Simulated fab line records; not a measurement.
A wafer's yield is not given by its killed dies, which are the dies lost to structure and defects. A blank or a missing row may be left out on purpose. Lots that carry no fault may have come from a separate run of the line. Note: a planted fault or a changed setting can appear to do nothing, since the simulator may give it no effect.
Which of the tools did it? ; flow n5-finfet ; 33 wafers from 11 lots sampled at 4 of the route's 1938 steps

WHAT EACH GAUGE READ, for each wafer
The record lacks any reading of a measuring or inspecting step that a usual standard deviation could be used to judge.

WHAT TOOL EACH LOT RAN ON (gives the tool, then ch and the chambers of the sampled wafers, and finally the start)
lot;N5_BEOL_M9_DESCUM_33;N5_BEOL_M9_SURFACE_TREAT_79;N5_BEOL_M9_CVD_78;N5_BEOL_M10_CURE_71
L961;rie-diel-06 ch 1,2,3, day 9 17:05;pvd-sputter-03, day 9 20:43;cvd-co-01 ch 0,1,2, day 9 21:00;uv-cure-01 ch 0, day 9 22:13
L963;rie-diel-05 ch 0,1,2, day 9 21:59;pvd-sputter-03, day 9 23:41;cvd-co-01 ch 0,1, day 9 23:49;uv-cure-01 ch 1, day 10 01:44
L962;rie-diel-05 ch 1,2,3, day 9 22:25;pvd-sputter-03, day 10 00:04;cvd-co-01 ch 0,2, day 10 00:08;uv-cure-02 ch 1, day 10 01:44
L964;rie-diel-06 ch 1,3, day 10 08:03;pvd-sputter-03, day 10 09:32;cvd-co-01 ch 0,1,2, day 10 09:42;uv-cure-02 ch 1, day 10 10:56
L968;rie-diel-04 ch 0,1,3, day 11 02:19;pvd-sputter-03, day 11 03:49;cvd-co-01 ch 0,1, day 11 03:52;uv-cure-01 ch 0, day 11 05:29
L975;rie-diel-06 ch 0,1,3, day 13 08:14;pvd-sputter-03, day 13 09:56;cvd-co-01 ch 0,1, day 13 09:59;uv-cure-01 ch 0, day 13 11:42
L976;rie-diel-05 ch 0,1, day 13 08:28;pvd-sputter-02, day 13 10:14;cvd-co-01 ch 0,2, day 13 10:18;uv-cure-02 ch 0, day 13 12:08
L979;rie-diel-05 ch 0,1,2, day 14 04:19;pvd-sputter-02, day 14 06:04;cvd-co-02 ch 0,1, day 14 06:07;uv-cure-01 ch 0, day 14 07:38
L980;rie-diel-05 ch 1,3, day 14 18:25;pvd-sputter-03, day 14 19:57;cvd-co-02 ch 1,2, day 14 20:02;uv-cure-02 ch 1, day 14 21:44
L981;rie-diel-06 ch 1,3, day 15 08:19;pvd-sputter-03, day 15 11:02;cvd-co-01 ch 0, day 15 11:17;uv-cure-03 ch 2, day 15 12:40
L983;rie-diel-05 ch 1,2,3, day 15 23:30;pvd-sputter-03, day 16 01:08;cvd-co-01 ch 0,2, day 16 01:14;uv-cure-03 ch 1, day 16 03:17
- N5_BEOL_M9_DESCUM_33: chemistry O2, time 7 s.
- N5_BEOL_M9_SURFACE_TREAT_79
- N5_BEOL_M9_CVD_78: deposits Co from CCTBA/H2, target thk 2 nm, time 138.9 s.
- N5_BEOL_M10_CURE_71: cures SiCOH lowk, time 240 s.

WHAT THE TOOLS THEMSELVES READ (means of the sampled wafers that have a number; where no wafer has one, the mark that the record gives instead)
N5_BEOL_M9_DESCUM_33. Usual: drypump-motor-current-A 5.6 A, standard deviation 0.39; oes-product-au 0.77 a.u., standard deviation 0.081; rf-vpp-V 242.8 V, standard deviation 1.3; showerhead-plenum-p-Torr 2.08 Torr, standard deviation 0.063; throttle-valve-pct 20.51 %, standard deviation 0.24.
lot;tool;drypump-motor-current-A (A);oes-product-au (a.u.);rf-vpp-V (V);showerhead-plenum-p-Torr (Torr);throttle-valve-pct (%);flag
L961;rie-diel-06;5.6;0.73;243.3;2.12;20.48;
L963;rie-diel-05;5.5;0.76;243.4;2.09;20.57;
L962;rie-diel-05;5.4;0.79;242.2;2.04;20.37;
L964;rie-diel-06;5.5;0.73;242.5;2.06;20.54;
L968;rie-diel-04;5.5;0.75;243.5;2.09;20.60;
L975;rie-diel-06;5.6;0.78;243.6;2.10;20.34;
L976;rie-diel-05;5.7;0.69;242.8;2.04;20.72;
L979;rie-diel-05;5.5;0.73;243.0;2.08;20.63;
L980;rie-diel-05;5.6;0.75;241.7;2.01;20.39;
L981;rie-diel-06;5.6;0.70;241.8;2.05;20.60;
L983;rie-diel-05;5.5;0.75;241.5;2.03;20.43;

N5_BEOL_M9_SURFACE_TREAT_79. Usual: ar-flow-sccm 29.99 sccm, standard deviation 0.094.
lot;tool;ar-flow-sccm (sccm);flag
L961;pvd-sputter-03;29.94;
L963;pvd-sputter-03;29.99;
L962;pvd-sputter-03;30.08;
L964;pvd-sputter-03;29.99;
L968;pvd-sputter-03;30.03;
L975;pvd-sputter-03;29.90;
L976;pvd-sputter-02;29.94;
L979;pvd-sputter-02;29.99;
L980;pvd-sputter-03;30.00;
L981;pvd-sputter-03;30.01;
L983;pvd-sputter-03;30.01;

N5_BEOL_M9_CVD_78. Usual: run-length-s 162.2 s, standard deviation 0.45.
lot;tool;run-length-s (s);flag
L961;cvd-co-01;162.2;
L963;cvd-co-01;162.4;
L962;cvd-co-01;144.4;OFF
L964;cvd-co-01;125.9;OFF
L968;cvd-co-01;143.8;OFF
L975;cvd-co-01;162.4;
L976;cvd-co-01;162.5;
L979;cvd-co-02;162.1;
L980;cvd-co-02;162.4;
L981;cvd-co-01;162.3;
L983;cvd-co-01;162.5;

N5_BEOL_M10_CURE_71. Usual: lamp-power-pct 52.30 %, standard deviation 0.053; wafer_temp_C_max 387.2, standard deviation 0.58.
lot;tool;lamp-power-pct (%);wafer_temp_C_max;flag
L961;uv-cure-01;52.29;386.7;
L963;uv-cure-01;52.31;386.4;
L962;uv-cure-02;52.40;387.5;
L964;uv-cure-02;52.26;388.1;
L968;uv-cure-01;52.28;387.3;
L975;uv-cure-01;52.36;387.2;
L976;uv-cure-02;52.29;387.3;
L979;uv-cure-01;52.29;387.4;
L980;uv-cure-02;52.32;387.4;
L981;uv-cure-03;52.30;387.9;
L983;uv-cure-03;52.33;386.4;

THE ANSWER, worked out from the rows above alone
Rule: a lot is off if the mean of its wafers that have a number lies more than 3 standard deviations from the usual mean. Also off: a lot with no number at a reading for which 4 or more lots have one. The other lots that the step has rows for count as sound. First the gauges in route order, then the tools' own readings, where a lot's mean is used as printed above. The first step at which some lot is off is used, and at that step the reading that is off furthest; a lot without a number counts as furthest.
Off: L962, L964, L968 (N5_BEOL_M9_CVD_78, run-length-s).
A tool fits if, at that step or a process step before it, it ran every lot that is off, and no sound lot after the first of them. None of those tried fits.

WHAT THE SIMULATOR PUT IN
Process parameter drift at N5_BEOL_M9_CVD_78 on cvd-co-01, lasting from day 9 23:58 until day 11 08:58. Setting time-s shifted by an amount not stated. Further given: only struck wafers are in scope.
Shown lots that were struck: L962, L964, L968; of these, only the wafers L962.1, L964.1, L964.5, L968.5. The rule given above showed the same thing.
